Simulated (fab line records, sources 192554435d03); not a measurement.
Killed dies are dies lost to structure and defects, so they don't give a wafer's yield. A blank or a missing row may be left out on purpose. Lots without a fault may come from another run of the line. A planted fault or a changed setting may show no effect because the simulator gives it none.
fab line records | flow n5_finfet | part 1 of 2: steps 1 to 3 of 6
record lots=24 wafers=72 last_day=17
route steps=1938 shown BEOL_M3@969
lots that met no fault: from a run of the same line without faults
start_h: hours from the record's first day to the start of the lot's first wafer shown | wait_h: hours since the lot's step before | " the same as in the row above | L1.1+2: a row that stands for several wafers | - no value, or no start given | * or withheld: withheld | < > ~ a bound
route shown NAME@n: a module of which the file shows steps, and the number in the route of the first | usual: mean/standard deviation of fault-free wafers | same: alike in all rows | chamber/n: place in a boat | sites: the reading at each site | _std_site: their standard deviation | _edge_site: outer sites' mean less inner sites' | radius_mm: how far each site lies from the wafer's centre | mask NAME#n: copy n | behind: the tool/chamber that last shaped the wafer | hold: why the lot was held/for how many hours/how that ended | device: the transistor (n, p or np) that didn't switch | end of line: the same wafers' tests at the end of the route | a step without rows: its recipe alone | killed: dies lost to structure and defects at the first sort, not the wafer's yield | map: a wafer's dies, x killed, . not, _ none there
set.NAME: the setting as run; set.NAME@STEP: as run at that earlier step | model.NAME: the simulator's own value behind a step, which no gauge read
steps of the route over a sample of lots; a table a step, a row a wafer
services: from which hour (start_h, from the record's first day; less than 0 if before it) a tool's chamber was out of use, for how many hours, and why
## steps
# step N5_BEOL_M3_DESCUM_33
# recipe chemistry=O2 time_s=7 source_power_w=50 bias_power_w=20 pressure_mtorr=20 rf_frequency_hz=2.712e+07 temp_c=40 resist=CAR-EUV o2_flow_sccm=225
# usual drypump_motor_current_A=5.8/0.56 oes_product_au=0.81/0.08 rf_vpp_V=243.7/1.4 showerhead_plenum_p_Torr=2.14/0.075 throttle_valve_pct=20.33/0.29
# columns lot.wafer tool chamber start_h wait_h drypump_motor_current_A oes_product_au rf_hours_counter_h rf_vpp_V showerhead_plenum_p_Torr throttle_valve_pct
L074.1 rie_diel-01 1 150.28 0.0 5.0 0.90 22 244.2 2.23 20.24
L074.4 " 0 " " 6.6 0.77 - 243.2 2.17 20.28
L074.5 " 1 " " 5.0 0.91 - 245.2 2.23 20.24
L075.3 rie_diel-06 2 152.70 0.0 6.4 0.72 194 241.4 1.99 20.93
L075.4 " 3 " " 6.2 0.94 14 245.0 2.14 19.73
L075.6 " 1 " " 5.9 0.96 - 244.1 2.14 20.12
L076.3 rie_diel-03 2 157.33 0.0 6.0 0.73 182 243.7 2.17 20.47
L076.4 " 3 " " 5.7 0.90 19 243.9 2.14 20.32
L076.6 " 1 " " 5.9 0.76 - 245.6 2.18 20.53
L077.4 rie_diel-03 3 159.85 0.0 5.8 0.90 20 244.1 2.14 20.33
L077.5 " 2 " " 6.0 0.73 - 244.6 2.17 20.46
L077.6 " 3 " " 5.7 0.90 - 243.5 2.14 20.32
L078.2 rie_diel-03 1 166.69 0.1 5.9 0.76 180 242.6 2.18 20.53
L078.4 " 0 " " 5.3 0.74 168 244.8 2.18 20.16
L078.5 " 2 " " 6.0 0.74 - 243.9 2.17 20.48
L079.2 rie_diel-03 3 174.78 0.0 5.7 0.90 24 242.5 2.14 20.33
L079.3 " 2 " " 6.0 0.73 187 244.8 2.17 20.48
L079.5 " 2 " " 6.0 0.74 - 242.9 2.17 20.48
L080.1 rie_diel-01 2 183.48 0.0 5.4 0.68 234 244.2 2.16 20.58
L080.4 " 0 " " 6.7 0.75 171 244.3 2.17 20.28
L080.6 " 1 " " 5.0 0.87 - 245.3 2.22 20.25
L081.1 rie_diel-01 3 189.00 0.1 5.7 0.86 65 241.7 2.03 20.21
L081.3 " 1 " " 5.0 0.88 - 244.5 2.22 20.25
L081.6 " 3 " " 5.7 0.86 - 240.8 2.03 20.21
L082.2 rie_diel-01 3 196.58 0.3 5.7 0.85 68 242.4 2.03 20.21
L082.3 " 1 " " 5.0 0.87 38 245.2 2.22 20.24
L082.5 " 0 " " 6.7 0.76 - 244.2 2.17 20.29
L083.1 rie_diel-06 1 197.99 0.1 5.9 0.92 18 243.3 2.14 20.14
L083.4 " 2 " " 6.4 0.71 203 240.4 1.99 20.94
L083.5 " 2 " " 6.4 0.71 - 241.0 1.99 20.97
L084.2 rie_diel-01 3 210.40 0.1 5.7 0.85 73 241.4 2.03 20.21
L084.4 " 0 " " 6.6 0.75 178 244.6 2.16 20.31
L084.6 " 1 " " 5.0 0.86 - 246.4 2.22 20.26
L085.2 rie_diel-06 0 212.17 0.0 5.0 0.85 59 246.0 2.22 20.28
L085.3 " 2 " " 6.4 0.71 208 242.6 1.99 20.95
L085.4 " 3 " " 6.1 0.91 32 242.1 2.13 19.76
L086.1 rie_diel-06 3 224.23 0.0 6.1 0.91 35 243.5 2.13 19.77
L086.3 " 0 " " 5.0 0.85 62 245.3 2.22 20.29
L086.5 " 0 " " 5.0 0.85 - 243.3 2.22 20.27
L088.1 rie_diel-06 1 226.50 0.0 5.9 0.90 27 244.4 2.13 20.16
L088.2 " 2 " " 6.4 0.70 213 242.0 1.99 20.98
L088.5 " 2 " " 6.4 0.70 - 240.7 1.99 20.96
L087.2 rie_diel-06 1 227.54 0.0 5.9 0.91 28 243.5 2.13 20.15
L087.4 " 3 " " 6.2 0.89 36 243.3 2.13 19.78
L087.5 " 2 " " 6.4 0.70 - 242.7 1.99 20.97
L089.3 rie_diel-01 2 242.10 0.3 5.4 0.67 247 243.6 2.15 20.61
L089.4 " 0 " " 6.7 0.74 187 244.6 2.16 20.33
L089.5 " 2 " " 5.4 0.67 - 243.8 2.15 20.60
L090.3 rie_diel-06 2 243.41 0.0 6.4 0.71 219 241.6 1.98 20.97
L090.4 " 3 " " 6.2 0.88 - 243.0 2.13 19.79
L090.5 " 0 " " 5.0 0.83 - 244.3 2.22 20.31
L091.1 rie_diel-03 1 252.19 0.2 5.9 0.72 213 242.4 2.16 20.58
L091.2 " 2 " " 6.0 0.70 218 244.3 2.16 20.53
L091.4 " 2 " " 6.0 0.70 - 244.0 2.16 20.53
L092.2 rie_diel-01 3 258.78 0.0 5.7 0.82 87 241.8 2.03 20.24
L092.4 " 3 " " 5.7 0.83 - 242.2 2.03 20.23
L092.5 " 1 " " 5.0 0.84 - 245.8 2.21 20.30
L093.1 rie_diel-01 0 259.01 0.0 6.6 0.73 192 244.8 2.16 20.33
L093.4 " 0 " " 6.7 0.74 - 244.5 2.16 20.33
L093.5 " 1 " " 5.0 0.85 - 245.1 2.21 20.28
L094.1 rie_diel-06 1 264.93 0.0 5.9 0.88 34 244.9 2.13 20.17
L094.2 " 0 " " 5.0 0.83 76 244.3 2.21 20.31
L094.3 " 3 " " 6.2 0.86 49 243.1 2.12 19.78
L095.2 rie_diel-01 2 276.46 0.0 5.4 1.00 0 244.1 2.15 20.29
L095.4 " 0 " " 6.7 0.74 200 244.3 2.16 20.34
L095.6 " 1 " " 5.0 0.84 - 245.4 2.21 20.32
L096.3 rie_diel-01 2 277.03 0.0 5.4 0.99 0 244.1 2.15 20.28
L096.4 " 0 " " 6.7 0.74 200 245.1 2.16 20.33
L096.5 " 1 " " 5.0 0.82 - 246.6 2.21 20.30
L097.4 rie_diel-06 0 293.66 0.1 5.0 0.81 87 244.3 2.21 20.32
L097.5 " 2 " " 6.4 0.69 - 242.0 1.98 20.98
L097.6 " 1 " " 5.9 0.87 - 244.7 2.13 20.20
# step N5_BEOL_M3_ETCH_70
# recipe chemistry=N2/H2 target=SOC target_depth_a=800 overetch_a=160 mask_material=SiARC temp_c=40 time_s=120 ion_energy_ev=200 pressure_mtorr=30 source_w=840 bias_w=150 n2_flow_sccm=200 h2_flow_sccm=200
# usual drypump_motor_current_A=5.7/0.55 oes_product_au=0.60/0.059 rf_vpp_V=525.6/2.4 showerhead_plenum_p_Torr=2.61/0.078 throttle_valve_pct=17.71/0.27
# columns lot.wafer tool chamber start_h wait_h drypump_motor_current_A oes_product_au rf_hours_counter_h rf_vpp_V showerhead_plenum_p_Torr throttle_valve_pct
L074.1 rie_diel-03 1 154.54 0.0 6.0 0.57 176 526.7 2.63 17.90
L074.4 " 3 " " 5.8 0.69 18 524.1 2.61 17.69
L074.5 " 0 " " 5.3 0.57 - 527.9 2.64 17.52
L075.3 rie_diel-01 2 157.67 0.0 5.4 0.54 224 524.5 2.62 17.96
L075.4 " 1 " " 5.0 0.67 24 528.5 2.71 17.60
L075.6 " 2 " " 5.4 0.53 - 526.3 2.62 17.96
L077.4 rie_diel-01 2 161.66 0.0 5.4 0.53 226 527.3 2.62 18.00
L077.5 " 3 " " 5.7 0.65 - 521.6 2.48 17.55
L077.6 " 2 " " 5.4 0.53 - 526.8 2.62 17.98
L076.3 rie_diel-01 0 164.63 0.0 6.7 0.58 164 527.6 2.64 17.68
L076.4 " 2 " " 5.4 0.53 - 526.1 2.62 17.98
L076.6 " 1 " " 5.0 0.68 - 527.6 2.71 17.59
L078.2 rie_diel-01 3 168.49 0.0 5.7 0.64 57 520.8 2.48 17.54
L078.4 " 2 " " 5.4 0.53 229 525.8 2.62 17.98
L078.5 " 2 " " 5.4 0.53 - 525.6 2.62 17.99
L079.2 rie_diel-01 0 175.11 0.0 6.7 0.58 168 526.8 2.64 17.70
L079.3 " 2 " " 5.4 0.53 231 528.3 2.62 17.99
L079.5 " 0 " " 6.7 0.58 - 524.6 2.64 17.69
L080.1 rie_diel-06 2 186.75 0.0 6.4 0.55 201 519.0 2.41 18.36
L080.4 " 0 " " 5.0 0.66 51 528.1 2.68 17.44
L080.6 " 1 " " 5.9 0.71 - 525.4 2.59 17.50
L081.1 rie_diel-03 2 190.79 0.0 6.0 0.56 192 524.7 2.64 17.89
L081.3 " 0 " " 5.3 0.56 174 527.4 2.64 17.53
L081.6 " 1 " " 5.9 0.57 - 526.7 2.63 17.91
L082.2 rie_diel-06 0 197.10 0.0 5.0 0.66 53 529.0 2.68 17.43
L082.3 " 2 " " 6.4 0.54 203 519.6 2.41 18.35
L082.5 " 0 " " 5.0 0.65 - 527.4 2.68 17.44
L083.1 rie_diel-06 1 198.47 0.0 5.9 0.70 18 525.7 2.59 17.50
L083.4 " 0 " " 5.0 0.65 54 527.4 2.68 17.45
L083.5 " 2 " " 6.4 0.54 - 520.6 2.41 18.36
L084.2 rie_diel-01 2 214.57 0.0 5.4 0.53 238 525.4 2.62 18.00
L084.4 " 0 " " 6.7 0.57 178 526.2 2.63 17.72
L084.6 " 2 " " 5.4 0.52 - 526.3 2.62 18.00
L085.2 rie_diel-06 0 219.28 0.0 5.0 0.64 60 527.2 2.68 17.46
L085.3 " 3 " " 6.2 0.68 33 525.7 2.59 17.17
L085.4 " 2 " " 6.4 0.55 210 519.8 2.41 18.36
L086.1 rie_diel-06 0 224.68 0.0 5.0 0.65 62 527.3 2.68 17.47
L086.3 " 1 " " 5.9 0.69 27 524.3 2.58 17.50
L086.5 " 3 " " 6.2 0.68 - 525.6 2.59 17.18
L088.1 rie_diel-03 2 228.18 0.0 6.0 0.55 208 527.3 2.63 17.93
L088.2 " 0 " " 5.3 0.55 187 525.9 2.63 17.56
L088.5 " 2 " " 6.0 0.55 - 525.6 2.63 17.91
L087.2 rie_diel-03 2 228.73 0.0 6.0 0.55 208 526.6 2.63 17.91
L087.4 " 1 " " 6.0 0.56 - 527.3 2.62 17.92
L087.5 " 0 " " 5.3 0.55 - 528.8 2.63 17.56
L089.3 rie_diel-06 3 244.05 0.0 6.2 0.67 42 525.0 2.59 17.19
L089.4 " 0 " " 5.0 0.64 - 528.3 2.68 17.48
L089.5 " 2 " " 6.4 0.54 - 519.4 2.41 18.38
L090.3 rie_diel-03 1 251.87 0.0 5.9 0.56 212 524.1 2.62 17.95
L090.4 " 1 " " 5.9 0.55 - 525.8 2.62 17.93
L090.5 " 0 " " 5.3 0.55 - 526.0 2.63 17.59
L091.1 rie_diel-01 1 256.25 0.0 5.1 0.64 56 528.7 2.70 17.66
L091.2 " 3 " " 5.7 0.62 86 522.4 2.47 17.60
L091.4 " 3 " " 5.7 0.62 - 521.3 2.47 17.61
L092.2 rie_diel-01 3 262.77 0.0 5.7 0.62 89 521.3 2.47 17.61
L092.4 " 0 " " 6.7 0.56 - 526.6 2.62 17.74
L092.5 " 1 " " 5.0 0.64 - 527.7 2.70 17.66
L093.1 rie_diel-03 0 262.99 0.0 5.3 0.55 201 527.7 2.62 17.59
L093.4 " 0 " " 5.3 0.55 - 525.9 2.62 17.58
L093.5 " 2 " " 6.0 0.54 - 525.5 2.62 17.93
L094.1 rie_diel-01 3 270.49 0.0 5.7 0.61 93 520.1 2.46 17.62
L094.2 " 0 " " 6.7 0.56 198 526.0 2.62 17.74
L094.3 " 1 " " 5.0 0.64 63 527.6 2.70 17.67
L096.3 rie_diel-01 0 282.54 0.0 6.7 0.56 202 527.1 2.62 17.75
L096.4 " 1 " " 5.0 0.63 - 528.4 2.69 17.69
L096.5 " 0 " " 6.7 0.56 - 526.3 2.62 17.75
L095.2 rie_diel-03 1 287.81 0.0 5.9 0.55 222 525.6 2.61 17.94
L095.4 " 2 " " 6.0 0.54 230 526.1 2.62 17.95
L095.6 " 3 " " 5.7 0.67 - 525.4 2.60 17.74
L097.4 rie_diel-01 0 296.58 0.0 6.7 0.55 207 525.7 2.62 17.78
L097.5 " 0 " " 6.7 0.55 - 525.6 2.62 17.77
L097.6 " 1 " " 5.0 0.63 - 527.4 2.69 17.69
# step N5_BEOL_M3_VIA_ETCH_34
# recipe chemistry=C4F6/O2 target_depth_a=694 mask_material=SOC pressure_mtorr=15 ion_energy_ev=250 taper_deg=4 time_s=65.9 source_w=350 bias_w=170 Ar_flow_sccm=300 C4F6_flow_sccm=10 O2_flow_sccm=10
# usual drypump_motor_current_A=5.7/0.55 oes_ar_750_au=0.79/0.079 oes_product_au=0.79/0.082 rf_vpp_V=667/5.8 showerhead_plenum_p_Torr=2.91/0.081 throttle_valve_pct=30.61/0.29
# columns lot.wafer tool chamber start_h wait_h drypump_motor_current_A oes_ar_750_au oes_product_au rf_hours_counter_h rf_vpp_V showerhead_plenum_p_Torr throttle_valve_pct
L074.1 rie_diel-03 1 154.64 0.0 5.9 0.75 0.76 176 671 2.95 30.84
L074.4 " 3 " " 5.7 0.90 0.91 18 664 2.89 30.58
L074.5 " 0 " " 5.3 0.74 0.74 - 672 2.95 30.38
L075.3 rie_diel-01 2 157.77 0.0 5.4 0.70 0.70 224 674 2.92 30.80
L075.4 " 1 " " 5.0 0.90 0.89 24 659 3.01 30.48
L075.6 " 2 " " 5.4 0.70 0.69 - 674 2.92 30.81
L077.4 rie_diel-01 2 161.76 0.0 5.4 0.70 0.69 226 674 2.92 30.81
L077.5 " 3 " " 5.7 0.84 0.86 - 666 2.76 30.49
L077.6 " 2 " " 5.4 0.70 0.70 - 673 2.92 30.82
L076.3 rie_diel-01 0 164.73 0.0 6.7 0.76 0.76 164 670 2.95 30.64
L076.4 " 2 " " 5.4 0.70 0.69 - 673 2.92 30.79
L076.6 " 1 " " 5.0 0.89 0.90 - 658 3.01 30.49
L078.2 rie_diel-01 3 168.59 0.0 5.7 0.83 0.85 57 666 2.76 30.48
L078.4 " 2 " " 5.4 0.70 0.69 229 673 2.92 30.82
L078.5 " 2 " " 5.4 0.69 0.68 - 673 2.92 30.80
L079.2 rie_diel-01 0 175.21 0.0 6.7 0.75 0.76 168 669 2.95 30.65
L079.3 " 2 " " 5.4 0.69 0.69 231 673 2.92 30.81
L079.5 " 0 " " 6.7 0.76 0.76 - 668 2.95 30.62
L080.1 rie_diel-06 2 186.85 0.0 6.4 0.71 0.71 201 654 2.72 31.38
L080.4 " 0 " " 5.0 0.86 0.86 51 664 3.00 30.55
L080.6 " 1 " " 5.9 0.92 0.93 - 669 2.91 30.53
L081.1 rie_diel-03 2 190.89 0.0 6.0 0.73 0.72 192 672 2.93 30.65
L081.3 " 0 " " 5.2 0.73 0.72 174 673 2.94 30.40
L081.6 " 1 " " 5.9 0.74 0.74 - 674 2.94 30.85
L082.2 rie_diel-06 0 197.20 0.0 5.0 0.85 0.86 53 663 3.00 30.53
L082.3 " 2 " " 6.4 0.71 0.71 203 655 2.72 31.36
L082.5 " 0 " " 5.0 0.85 0.87 - 662 3.00 30.53
L083.1 rie_diel-06 1 198.57 0.0 5.9 0.91 0.93 18 670 2.91 30.53
L083.4 " 0 " " 5.0 0.85 0.86 54 663 3.00 30.53
L083.5 " 2 " " 6.4 0.71 0.70 - 654 2.72 31.38
L084.2 rie_diel-01 2 214.67 0.0 5.4 0.69 0.68 238 673 2.92 30.81
L084.4 " 0 " " 6.7 0.75 0.75 178 669 2.94 30.63
L084.6 " 2 " " 5.4 0.69 0.69 - 673 2.92 30.82
L085.2 rie_diel-06 0 219.38 0.0 5.0 0.85 0.84 60 661 3.00 30.55
L085.3 " 3 " " 6.2 0.90 0.90 33 668 2.89 29.96
L085.4 " 2 " " 6.4 0.71 0.70 210 654 2.72 31.38
L086.1 rie_diel-06 0 224.78 0.0 5.0 0.85 0.85 62 661 2.99 30.55
L086.3 " 1 " " 5.9 0.90 0.90 27 669 2.90 30.56
L086.5 " 3 " " 6.2 0.89 0.89 - 668 2.88 29.95
L088.1 rie_diel-03 2 228.28 0.0 6.0 0.72 0.71 208 673 2.92 30.66
L088.2 " 0 " " 5.3 0.72 0.72 187 672 2.93 30.41
L088.5 " 2 " " 6.0 0.71 0.72 - 671 2.92 30.67
L087.2 rie_diel-03 2 228.83 0.0 6.0 0.72 0.72 208 672 2.92 30.67
L087.4 " 1 " " 5.9 0.73 0.73 - 671 2.94 30.88
L087.5 " 0 " " 5.3 0.72 0.72 - 671 2.93 30.41
L089.3 rie_diel-06 3 244.15 0.0 6.2 0.88 0.88 42 667 2.88 29.95
L089.4 " 0 " " 5.0 0.83 0.83 - 662 2.99 30.55
L089.5 " 2 " " 6.4 0.70 0.69 - 654 2.71 31.37
L090.3 rie_diel-03 1 251.97 0.0 5.9 0.73 0.72 212 671 2.93 30.86
L090.4 " 1 " " 5.9 0.72 0.73 - 672 2.93 30.88
L090.5 " 0 " " 5.3 0.71 0.72 - 673 2.93 30.43
L091.1 rie_diel-01 1 256.35 0.0 5.0 0.85 0.84 56 658 2.99 30.52
L091.2 " 3 " " 5.7 0.81 0.82 86 667 2.75 30.52
L091.4 " 3 " " 5.7 0.81 0.82 - 665 2.75 30.51
L092.2 rie_diel-01 3 262.88 0.0 5.7 0.81 0.81 89 666 2.75 30.51
L092.4 " 0 " " 6.7 0.73 0.74 - 667 2.94 30.65
L092.5 " 1 " " 5.0 0.85 0.84 - 657 2.99 30.52
L093.1 rie_diel-03 0 263.14 0.0 5.3 0.71 0.70 201 671 2.93 30.41
L093.4 " 0 " " 5.3 0.71 0.71 - 673 2.93 30.41
L093.5 " 2 " " 6.0 0.71 0.70 - 672 2.91 30.66
L094.1 rie_diel-01 3 270.59 0.0 5.7 0.79 0.81 93 667 2.75 30.51
L094.2 " 0 " " 6.7 0.74 0.74 198 667 2.94 30.66
L094.3 " 1 " " 5.0 0.84 0.84 63 659 2.99 30.53
L096.3 rie_diel-01 0 282.64 0.0 6.7 0.73 0.73 203 668 2.93 30.68
L096.4 " 1 " " 5.0 0.82 0.83 - 658 2.99 30.52
L096.5 " 0 " " 6.7 0.73 0.73 - 668 2.93 30.65
L095.2 rie_diel-03 1 287.91 0.0 5.9 0.72 0.72 222 671 2.93 30.89
L095.4 " 2 " " 6.0 0.71 0.70 230 672 2.91 30.69
L095.6 " 3 " " 5.7 0.87 0.87 - 666 2.88 30.60
L097.4 rie_diel-01 0 296.68 0.0 6.7 0.73 0.73 207 667 2.93 30.69
L097.5 " 0 " " 6.7 0.72 0.73 - 671 2.93 30.68
L097.6 " 1 " " 5.0 0.82 0.83 - 659 2.98 30.54
